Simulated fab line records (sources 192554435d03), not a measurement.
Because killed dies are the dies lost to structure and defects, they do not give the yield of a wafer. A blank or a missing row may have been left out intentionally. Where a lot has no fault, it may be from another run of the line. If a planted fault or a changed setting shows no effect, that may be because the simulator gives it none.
The tool behind it: which one?    flow n5 finfet    12 lots with 36 wafers sampled at 3 steps, on a route of 1938 steps

== WHAT EACH GAUGE READ, for each wafer ==
N5_DUMMY_GATE_THK_MEAS_05.
lot   measured     on             thk nm (nm)
L328  day 3 03:17  film metro-01  71.9 71.8 71.0
L331  day 3 19:29  film metro-02  72.4 72.6 72.5
L333  day 4 07:17  film metro-01  73.2 72.4 73.7
L334  day 4 15:47  film metro-01  72.5 72.4 71.4
L336  day 5 00:53  film metro-01  69.9 71.0 69.6
L340  day 5 23:46  film metro-02  71.2 72.2 70.3
L341  day 6 04:56  film metro-01  71.2 72.2 71.9
L346  day 7 12:27  film metro-02  71.0 68.9 70.1
L347  day 7 17:13  film metro-02  73.2 73.7 72.7
L348  day 7 23:35  film metro-01  72.4 73.7 72.1
L349  day 8 05:05  film metro-01  71.7 71.2 70.8
L350  day 8 11:02  film metro-01  71.4 72.7 71.4

N5_DUMMY_GATE_CD_MEAS_15: target cd 25.8 nm.
lot   measured     on         cd nm (nm)
L328  day 3 07:43  cd sem-03  25.05 25.22 25.31
L331  day 3 23:47  cd sem-03  25.12 24.63 24.85
L333  day 4 11:35  cd sem-01  25.00 24.86 24.68
L334  day 4 20:11  cd sem-02  24.57 25.05 25.20
L336  day 5 05:19  cd sem-03  25.05 24.91 24.87
L340  day 6 06:04  cd sem-02  25.30 24.89 24.87
L341  day 6 09:13  cd sem-02  25.00 24.87 24.65
L346  day 7 18:42  cd sem-03  25.34 25.37 24.81
L347  day 7 23:37  cd sem-01  24.85 25.02 25.12
L348  day 8 04:01  cd sem-01  25.36 25.02 24.95
L349  day 8 09:33  cd sem-03  24.81 24.59 24.79
L350  day 8 15:28  cd sem-02  24.76 25.32 25.03

== WHICH TOOL RAN EACH LOT (tool, then ch and the chambers of the sampled wafers, then the start) ==
lot   N5_DUMMY_GATE_COAT_09
L328  litho track-05 ch 0, day 3 07:19
L331  litho track-02 ch 0, day 3 23:32
L333  litho track-03 ch 0, day 4 11:20
L334  litho track-05 ch 0, day 4 19:49
L336  litho track-05 ch 0, day 5 04:56
L340  litho track-05 ch 0, day 6 05:49
L341  litho track-05 ch 0, day 6 08:58
L346  litho track-03 ch 0, day 7 18:26
L347  litho track-03 ch 0, day 7 23:13
L348  litho track-02 ch 0, day 8 03:38
L349  litho track-02 ch 0, day 8 09:08
L350  litho track-02 ch 0, day 8 15:05
- N5_DUMMY_GATE_COAT_09: resist thk 30 nm.

== AS READ BY THE TOOLS THEMSELVES (means over the sampled wafers that have a number; for cases with no such wafer, the mark the record gives instead) ==
N5_DUMMY_GATE_COAT_09.
lot   tool            resist line temp C (C)  spin speed rpm (rpm)
L328  litho track-05  22.98                   1499.9
L331  litho track-02  23.08                   1500.9
L333  litho track-03  23.03                   1500.1
L334  litho track-05  23.08                   1499.9
L336  litho track-05  22.90                   1499.7
L340  litho track-05  23.01                   1584.7
L341  litho track-05  22.99                   1585.9
L346  litho track-03  22.99                   1498.7
L347  litho track-03  22.95                   1500.2
L348  litho track-02  22.81                   1500.1
L349  litho track-02  23.11                   1500.1
L350  litho track-02  22.99                   1499.3

== THE ANSWER, worked out from the rows above alone ==
Rule: what is usual is taken from the lots themselves. Put in order of their means at a reading, lots are off if they are a third of the lots or fewer, leave a main group of 4 or more, and stand apart from it by a gap of 3 or more times the standard deviation of the main group's means; of several such gaps the widest counts. A main group is skipped when, at the precision printed for the reading in the tables above, its means are all equal. A lot without any number at a reading at which 4 lots or more have one is off too. Any other lot the step has rows for is counted as sound. The gauges are gone through in route order, then the tools' own readings, and for those a lot's mean is taken as printed above. At the first step where some lot is off, the reading lying furthest off is the one used; lots without a number count as furthest.
Off at N5_DUMMY_GATE_COAT_09 (spin speed rpm): L340, L341. The main group has a mean of 1499.9 rpm with a standard deviation of 0.55.
If a tool, at that step or one of the process steps before it, ran each lot that is off and ran no sound lot following the first of them, it fits. One fits: N5_DUMMY_GATE_COAT_09 on litho track-05. A fault onset in the window from L336 (day 5 04:56, its last sound lot) to L340 (day 6 05:49, its first lot off) fits.
The tool's own readings at N5_DUMMY_GATE_COAT_09 bear it out: on the lots that are off they differ by more than 5 times the standard deviation of the sound lots' means. spin speed rpm reads 1585.3 rpm there against 1499.9 rpm on the sound lots.

== WHAT THE SIMULATOR HAD PUT IN ==
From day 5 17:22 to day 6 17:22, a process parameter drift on litho track-05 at N5_DUMMY_GATE_COAT_09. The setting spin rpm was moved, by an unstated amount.
Struck lots among those shown: L340, L341. The rule above reached the same finding.
